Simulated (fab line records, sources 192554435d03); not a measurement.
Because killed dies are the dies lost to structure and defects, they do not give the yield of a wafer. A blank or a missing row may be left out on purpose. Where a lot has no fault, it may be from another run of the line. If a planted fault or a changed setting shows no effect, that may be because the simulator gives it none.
Chamber matching / flow n5-finfet / cmp-04 running N5_ILD0_CMP_03: 4 sister chambers
The step polishes, stops on SiNx, t overpolish 1.9 s, target thk 197.38 nm. 20 wafers are shown with their chamber, then 10 later ones without.

== WAFERS, EACH WITH ITS CHAMBER ==
wafer=L075.1; chamber=0; motor-current-A (A)=13.1; time-to-endpoint-s (s)=68; overpolish-run-s (s)=1.895
wafer=L075.4; chamber=1; motor-current-A (A)=12.2; time-to-endpoint-s (s)=67; overpolish-run-s (s)=1.907
wafer=L075.6; chamber=0; motor-current-A (A)=13.4; time-to-endpoint-s (s)=72; overpolish-run-s (s)=1.908
wafer=L076.4; chamber=0; motor-current-A (A)=13.2; time-to-endpoint-s (s)=71; overpolish-run-s (s)=1.892
wafer=L076.5; chamber=3; motor-current-A (A)=12.9; time-to-endpoint-s (s)=64; overpolish-run-s (s)=1.895
wafer=L076.6; chamber=0; motor-current-A (A)=13.3; time-to-endpoint-s (s)=68; overpolish-run-s (s)=1.893
wafer=L078.1; chamber=0; motor-current-A (A)=13.3; time-to-endpoint-s (s)=69; overpolish-run-s (s)=1.904
wafer=L078.2; chamber=3; motor-current-A (A)=13.4; time-to-endpoint-s (s)=64; overpolish-run-s (s)=1.902
wafer=L078.3; chamber=1; motor-current-A (A)=12.2; time-to-endpoint-s (s)=67; overpolish-run-s (s)=1.894
wafer=L080.1; chamber=3; motor-current-A (A)=12.8; time-to-endpoint-s (s)=67; overpolish-run-s (s)=1.905
wafer=L080.4; chamber=0; motor-current-A (A)=12.7; time-to-endpoint-s (s)=70; overpolish-run-s (s)=1.895
wafer=L080.5; chamber=3; motor-current-A (A)=12.7; time-to-endpoint-s (s)=67; overpolish-run-s (s)=1.902
wafer=L082.1; chamber=1; motor-current-A (A)=12.7; time-to-endpoint-s (s)=67; overpolish-run-s (s)=1.886
wafer=L082.3; chamber=2; motor-current-A (A)=11.4; time-to-endpoint-s (s)=66; overpolish-run-s (s)=1.905
wafer=L082.4; chamber=0; motor-current-A (A)=13.8; time-to-endpoint-s (s)=72; overpolish-run-s (s)=1.885
wafer=L084.1; chamber=2; motor-current-A (A)=11.2; time-to-endpoint-s (s)=65; overpolish-run-s (s)=1.896
wafer=L084.2; chamber=1; motor-current-A (A)=13.1; time-to-endpoint-s (s)=61; overpolish-run-s (s)=1.898
wafer=L084.5; chamber=0; motor-current-A (A)=13.3; time-to-endpoint-s (s)=67; overpolish-run-s (s)=1.903
wafer=L087.2; chamber=1; motor-current-A (A)=12.3; time-to-endpoint-s (s)=66; overpolish-run-s (s)=1.890
wafer=L087.4; chamber=2; motor-current-A (A)=11.7; time-to-endpoint-s (s)=69; overpolish-run-s (s)=1.902

SIGNATURES, as means of the wafers listed above
reading=motor-current-A; chamber 0=13.262; chamber 1=12.500; chamber 2=11.433; chamber 3=12.950; scatter within a chamber=0.326
reading=time-to-endpoint-s; chamber 0=69.62; chamber 1=65.60; chamber 2=66.67; chamber 3=65.50; scatter within a chamber=2.1
reading=overpolish-run-s; chamber 0=1.89688; chamber 1=1.89500; chamber 2=1.90100; chamber 3=1.90100; scatter within a chamber=0.00687
Rule: a wafer's distance from a chamber is the root of the sum, over the readings, of the square of ((its reading less the chamber's mean) divided by the reading's scatter). If the next closest chamber is less than 2 further off than the closest, the wafer can't be placed; otherwise it belongs to the closest. The scatter: the root of (the sum of the squares of (reading less its chamber's mean) over the shown wafers, divided by (wafers less chambers)).

== WAFERS WITHOUT THEIR CHAMBER ==
wafer=L087.6; motor-current-A (A)=11.9; time-to-endpoint-s (s)=65; overpolish-run-s (s)=1.898
wafer=L093.2; motor-current-A (A)=11.9; time-to-endpoint-s (s)=70; overpolish-run-s (s)=1.910
wafer=L093.5; motor-current-A (A)=11.7; time-to-endpoint-s (s)=66; overpolish-run-s (s)=1.894
wafer=L093.6; motor-current-A (A)=11.1; time-to-endpoint-s (s)=69; overpolish-run-s (s)=1.905
wafer=L094.2; motor-current-A (A)=13.0; time-to-endpoint-s (s)=68; overpolish-run-s (s)=1.894
wafer=L094.4; motor-current-A (A)=12.7; time-to-endpoint-s (s)=75; overpolish-run-s (s)=1.897
wafer=L094.5; motor-current-A (A)=12.2; time-to-endpoint-s (s)=75; overpolish-run-s (s)=1.885
wafer=L095.1; motor-current-A (A)=13.2; time-to-endpoint-s (s)=74; overpolish-run-s (s)=1.897
wafer=L095.2; motor-current-A (A)=12.4; time-to-endpoint-s (s)=72; overpolish-run-s (s)=1.901
wafer=L095.3; motor-current-A (A)=12.9; time-to-endpoint-s (s)=70; overpolish-run-s (s)=1.896

== EACH ONE'S CHAMBER ==
wafer=L087.6; from the rows above=can't be placed: 2 or 1 or 3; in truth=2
wafer=L093.2; from the rows above=can't be placed: 2 or 1 or 3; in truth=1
wafer=L093.5; from the rows above=can't be placed: 2 or 1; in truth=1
wafer=L093.6; from the rows above=2; in truth=2
wafer=L094.2; from the rows above=can't be placed: 0 or 3 or 1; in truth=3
wafer=L094.4; from the rows above=can't be placed: 0 or 1 or 3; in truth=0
wafer=L094.5; from the rows above=can't be placed: 0 or 1 or 2 or 3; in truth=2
wafer=L095.1; from the rows above=0; in truth=0
wafer=L095.2; from the rows above=can't be placed: 0 or 1 or 3 or 2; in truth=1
wafer=L095.3; from the rows above=can't be placed: 0 or 3 or 1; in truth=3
Correct placement for 2 of the 10. From these rows, 8 cannot be placed; in 8 the true chamber is one of the candidates. Placed wrongly: 0.
